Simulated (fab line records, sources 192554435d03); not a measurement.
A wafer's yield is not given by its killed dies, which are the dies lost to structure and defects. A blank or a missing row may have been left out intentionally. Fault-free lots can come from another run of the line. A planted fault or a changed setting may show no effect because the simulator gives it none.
Split-lot experiment -- flow n5Finfet -- 21 wafers read from 7 lots, route of 1938 steps

== ON THE SPLIT ==
At N5_FIN_CUT_CUT_ETCH_26 (etches SiNx in CH3F/O2, target depth 39 nm, time 55.7 s), the setting sourceW was moved away from the recipe's 395 W on 7 of the 21 wafers read, by -15.4% to +15.6%. All remaining wafers had this setting at the recipe value.

The split's own step is where the reading is taken.

== THE READING ==
rfVppV, in V, at N5_FIN_CUT_CUT_ETCH_26 (etches SiNx in CH3F/O2, target depth 39 nm, time 55.7 s). On this fab line, fault-free wafers typically give 297 V with a standard deviation of 3.1 V.

wafer,"tool, chamber at the split","sourceW as run, W",against the recipe,"rfVppV, V",against lot-mates on the recipe
L075.3,"rieDiel-06, 2",395,recipe,301,-
L075.4,"rieDiel-06, 2",334,-15.4%,326,+27
L075.5,"rieDiel-06, 1",395,recipe,297,-
L077.1,"rieDiel-05, 3",395,recipe,298,-
L077.3,"rieDiel-05, 0",395,recipe,295,-
L077.6,"rieDiel-05, 0",395,recipe,296,-
L084.2,"rieDiel-06, 0",395,recipe,300,-
L084.5,"rieDiel-06, 3",395,recipe,293,-
L084.6,"rieDiel-06, 2",395,recipe,301,-
L086.1,"rieDiel-06, 3",456.8,+15.6%,274,-18
L086.4,"rieDiel-06, 2",456.8,+15.6%,281,-11
L086.6,"rieDiel-06, 3",395,recipe,292,-
L087.3,"rieDiel-06, 2",395,recipe,302,-
L087.4,"rieDiel-06, 0",441.8,+11.8%,285,-17
L087.6,"rieDiel-06, 2",441.8,+11.8%,287,-15
L091.1,"rieDiel-06, 2",395,recipe,301,-
L091.3,"rieDiel-06, 0",395,recipe,299,-
L091.4,"rieDiel-06, 3",452.2,+14.5%,276,-24
L097.4,"rieDiel-06, 1",395,recipe,296,-
L097.5,"rieDiel-06, 0",354.8,-10.2%,314,+18
L097.6,"rieDiel-06, 1",395,recipe,296,-

THE FIT
A straight line over all 21 wafers: rfVppV changes by -1.41 V for each +1% of sourceW; r = -0.95; the points scatter about the line by 3.6 V.
The same after taking each lot's own level away (the mean of its wafers on the recipe; 21 wafers): -1.38 V for each +1%; r = -0.96; scatter 3.4 V.
That fit puts the effect of the largest move of sourceW on the reading at 22 V.
Across the lots, their own levels run from 292.0 to 302.0 V, a range of 3.2 times the standard deviation given above.
The two slopes agree, so the slope changes little with the lot-to-lot level.
Check: -21.2 V against its lot-mates is what the line predicts for one of the wafers moved furthest among these (+15.6%) when that wafer is left out of the fit. It came out at -18 V against them.
Tool readings at the split's step, against how far the setting was moved: rfVppV r = -0.95.

== ADDITIONAL SPLITS CARRIED BY THESE WAFERS ==
Other splits were also applied to these wafers ahead of the reading. Each is held against what the fit with the lots' levels taken away leaves over:
other split on the same wafers,wafers away from the commonest value,r with rfVppV (lot level and that fit taken away)
N5_WELL_APT_EXPOSE_22 doseMj,6,-0.12
N5_WELL_APT_PEB_23 pebTempC,5,-0.16
N5_PMOS_HMC_CHANNEL_EPI_EXPOSE_06 doseMj,10,+0.28
N5_PMOS_HMC_CHANNEL_EPI_PEB_07 pebTimeS,6,-0.19

== THE WHOLE CHAIN: every reading that the file lists as answering this split, in the file's order ==
step,what it does,reading,change (the file's fit),r (the file's)
N5_FIN_CUT_CUT_ETCH_26,"etches SiNx in CH3F/O2, target depth 39 nm, time 55.7 s",rfVppV,-1.46 V for each +1% of the setting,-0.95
N5_FIN_CUT_CUT_ETCH_26,"etches SiNx in CH3F/O2, target depth 39 nm, time 55.7 s","etch.depthNm (the simulator's own value, which no gauge read)",+0.148 nm for each +1% of the setting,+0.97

== FILE'S OWN FIT ==
rfVppV changes by -1.46 V for each +1% of sourceW, r = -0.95.
